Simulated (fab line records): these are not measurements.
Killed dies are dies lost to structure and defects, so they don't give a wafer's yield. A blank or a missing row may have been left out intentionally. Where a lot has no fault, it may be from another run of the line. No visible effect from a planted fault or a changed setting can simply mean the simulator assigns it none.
Lot-split experiment -- flow n5Finfet -- 7 lots, 21 wafers read, on a route of 1938 steps

== ABOUT THE SPLIT ==
At N5_FIN_SAQP_SPACER1_ALD_24 (deposits SiO2, target thk 20.3 nm, pulse time 1 s, purge time 2 s), the setting tempC was moved away from the recipe's 300 C on 11 of the 21 wafers read, by -3.4% to +2.2%. All remaining wafers had this setting at the recipe value.

== THE PATH FROM SPLIT TO READING: the file shows 1 step between them ==
- N5_FIN_SAQP_SPACER1_ETCHBACK_25: etches SiO2 in CHF3/O2, target depth 24.4 nm, time 12.2 s

== THE READING ==
FIN_SAQP.cdNm (the simulator's own value, which no gauge read), in nm, at N5_FIN_SAQP_MANDREL1_REMOVE_56 (chemistry HBr/Cl2/O2, target a-Si, stops on SiNx, bt time 10 s). No usual value for it is given in the file. Across the 10 wafers here that went through the recipe, the average is 20.3 nm and the standard deviation 0.098 nm.

wafer,"tool, chamber at the split","tempC as run, C",against the recipe,"FIN_SAQP.cdNm, nm",against lot-mates on the recipe
L074.4,"aldSin-01, 1",305.8,+1.9%,20.2,+0.0
L074.5,"aldSin-01, 2",305.8,+1.9%,20,-0.2
L074.6,"aldSin-01, 3",300,recipe,20.2,-
L075.2,"aldSin-03, 2",300,recipe,20.4,-
L075.3,"aldSin-03, 0,3",306.6,+2.2%,20,-0.4
L075.6,"aldSin-03, 0,3",306.6,+2.2%,20.2,-0.2
L078.2,"aldSin-03, 0,1",296.2,-1.3%,20.6,+0.2
L078.4,"aldSin-03, 3",300,recipe,20.4,-
L078.6,"aldSin-03, 0,1",296.2,-1.3%,20.8,+0.4
L080.1,"aldSin-01, 0",291.4,-2.9%,21,+0.6
L080.4,"aldSin-01, 2,0",300,recipe,20.4,-
L080.5,"aldSin-01, 2,0",300,recipe,20.4,-
L084.3,"aldSin-04, 3,1",300,recipe,20.4,-
L084.4,"aldSin-04, 3,1",300,recipe,20.2,-
L084.5,"aldSin-04, 1",300,recipe,20.2,-
L088.1,"aldSin-04, 1,0",289.9,-3.4%,21,+0.8
L088.3,"aldSin-04, 1,0",289.9,-3.4%,21,+0.8
L088.4,"aldSin-04, 3",300,recipe,20.2,-
L096.1,"aldSin-03, 3,2",304.8,+1.6%,20.2,-0.2
L096.2,"aldSin-03, 3,2",304.8,+1.6%,20.2,-0.2
L096.6,"aldSin-03, 3",300,recipe,20.4,-
If several chambers appear in one row, that row covers several wafers at once and the file leaves open which wafer was in which chamber.

THE FIT
A straight line over all 21 wafers: FIN_SAQP.cdNm changes by -0.171 nm for each +1% of tempC; r = -0.93; the points scatter about the line by 0.12 nm.
The same after taking each lot's own level away (the mean of its wafers on the recipe; 21 wafers): -0.18 nm for each +1%; r = -0.94; scatter 0.11 nm.
The reading moves by 0.61 nm for the largest change in tempC, on that fit.
Across the lots, their own levels run from 20.20 to 20.40 nm, a range of 2.0 times the standard deviation given above.
So the lot-to-lot level changes the slope little: the two slopes agree.
Check: +0.638 nm against its lot-mates is what the line predicts for one of the wafers moved furthest among these (-3.4%) when that wafer is left out of the fit. Against them it came out at +0.8 nm.

== THE OTHER SPLITS THESE WAFERS WENT THROUGH ==
Before the reading, these wafers also passed through other splits. Each is held against what the fit with the lots' levels taken away leaves over:
other split on the same wafers,wafers away from the commonest value,r with FIN_SAQP.cdNm (lot level and that fit taken away)
N5_WELL_APT_COAT_02 spinRpm,5,+0.06
N5_WELL_APT_PEB_23 pebTempC,12,-0.14
N5_WELL_APT_DEVELOP_24 developTimeS,9,+0.05

== THE WHOLE CHAIN: every reading that the file lists as answering this split, in the file's order ==
step,what it does,reading,change (the file's fit),r (the file's)
N5_FIN_SAQP_SPACER1_ALD_24,"deposits SiO2, target thk 20.3 nm, pulse time 1 s, purge time 2 s","SiO2_of_FIN_SAQP_SPACER1_ALD_24.thkNm (the simulator's own value, which no gauge read)",-0.182 nm for each +1% of the setting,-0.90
N5_FIN_SAQP_MANDREL1_REMOVE_56,"chemistry HBr/Cl2/O2, target a-Si, stops on SiNx, bt time 10 s","FIN_SAQP.cdNm (the simulator's own value, which no gauge read)",-0.185 nm for each +1% of the setting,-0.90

== FILE'S OWN FIT ==
FIN_SAQP.cdNm changes by -0.185 nm for each +1% of tempC, r = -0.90.
